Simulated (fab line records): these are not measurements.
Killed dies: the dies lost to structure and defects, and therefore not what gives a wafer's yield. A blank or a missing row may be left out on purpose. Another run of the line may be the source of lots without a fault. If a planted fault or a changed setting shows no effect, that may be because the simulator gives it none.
8D (eight disciplines) problem report, filled in by code || flow n5_finfet || the parts of the form that need people (team, actions taken, sign-off) are left out

1. WHAT IS WRONG
Wafers without a fault read 15, standard deviation 5.6; killed_at_M4_up at N5_PASSIVATION_PROBE_49 reads a mean of 56 on 6 wafers belonging to 2 lots. Relative to the usual mean, that is a shift of +7.4 standard deviations.
The first sign was on wafer L148.1 at day 15 20:23, on prober-01. The record holds 28 wafers of 11 lots with a number at this step. By rule, "out" or "out of limits" means more than 4 standard deviations away from the usual mean. The other wafers with a number count as sound.

2. WHAT IT IS, WHAT IT ISN'T
{"question": "which readings at this step", "is": "killed_at_M4_up", "is not": "killed_at_M0_to_M3, killed_at_contacts, killed_at_front_end, killed_at_other, killed_open, sort_bin_4_leakage, sort_bin_6_memory"}
{"question": "which lots", "is": "L148, L149", "is not": "L136, L137, L139, L140, L141, L142, L143, L151, L154"}
{"question": "which wafers of those lots", "is": "all that have a number", "is not": "-"}
{"question": "read on which tools", "is": "prober-01, prober-02", "is not": "-"}
{"question": "when", "is": "from day 15 20:23", "is not": "up to then (16 sound wafers); but 6 sound wafers of L151, L154 came after"}

3. WHAT RULES OUT EACH SUSPECT
Counting: a tool stays on the suspect list if, at a process step up to the reading, it processed all lots that are out and no sound lot following the first of them.
- cvd_co-01 at N5_BEOL_M10_CVD_75 (deposits Co from CCTBA/H2, target thk 2 nm, time 138.9 s): kept. All lots that are out passed through it, beginning with L148 at day 13 16:46, and no sound lot followed; its final sound lot before that point was L143 at day 12 09:34.
- rie_diel-05 at N5_PASSIVATION_DESCUM_32 (chemistry O2, time 7.9 s): ruled out as a lasting fault. After its first lot that is out, L148 (day 15 15:04), sound lots L154 ran on it.
Remaining after the count: cvd_co-01 at N5_BEOL_M10_CVD_75.

4. THE CAUSE (what the simulator had put in)
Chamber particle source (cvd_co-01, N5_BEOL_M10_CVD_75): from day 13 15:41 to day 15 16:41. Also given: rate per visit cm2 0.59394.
After counting, this tool was the only one left.

5. THE EFFECT CHAIN, in route order
Each row: a reading where the mean over the struck wafers with a number is more than 3 standard deviations away from the usual. Only readings whose record carries a usual standard deviation are examined. hours: median over the lots of the time between each lot's start at the first step of this table that gives one and its start at this step. sigmas: the change, counted in usual standard deviations.
{"hours": 0, "step": "N5_PASSIVATION_PROBE_49", "reading": "defect_limited_yield", "usual": "91.3 %", "on struck wafers": 87.1, "change": -4.2, "sigmas": -3.0}
{"hours": 0, "step": "N5_PASSIVATION_PROBE_49", "reading": "killed_at_M4_up", "usual": 15, "on struck wafers": 56, "change": "+41", "sigmas": "+7.4"}
{"hours": 0, "step": "N5_PASSIVATION_PROBE_49", "reading": "killed_on_rim", "usual": 13, "on struck wafers": 29, "change": "+16", "sigmas": "+3.9"}
{"hours": 0, "step": "N5_PASSIVATION_PROBE_49", "reading": "sort_bin_5_function", "usual": "5.1 %", "on struck wafers": 8.0, "change": "+2.9", "sigmas": "+3.0"}
Its process steps:
- N5_PASSIVATION_PROBE_49

6. WHAT WOULD HAVE CAUGHT IT SOONER
In this record no reading fell out of limits until day 15 20:23, 53 hours after the fault had begun at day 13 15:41.
By day 15 20:23, every lot that is out (2) had started N5_BEOL_M10_CVD_75 on cvd_co-01. Tool hold at that time: it would have spared none of them.
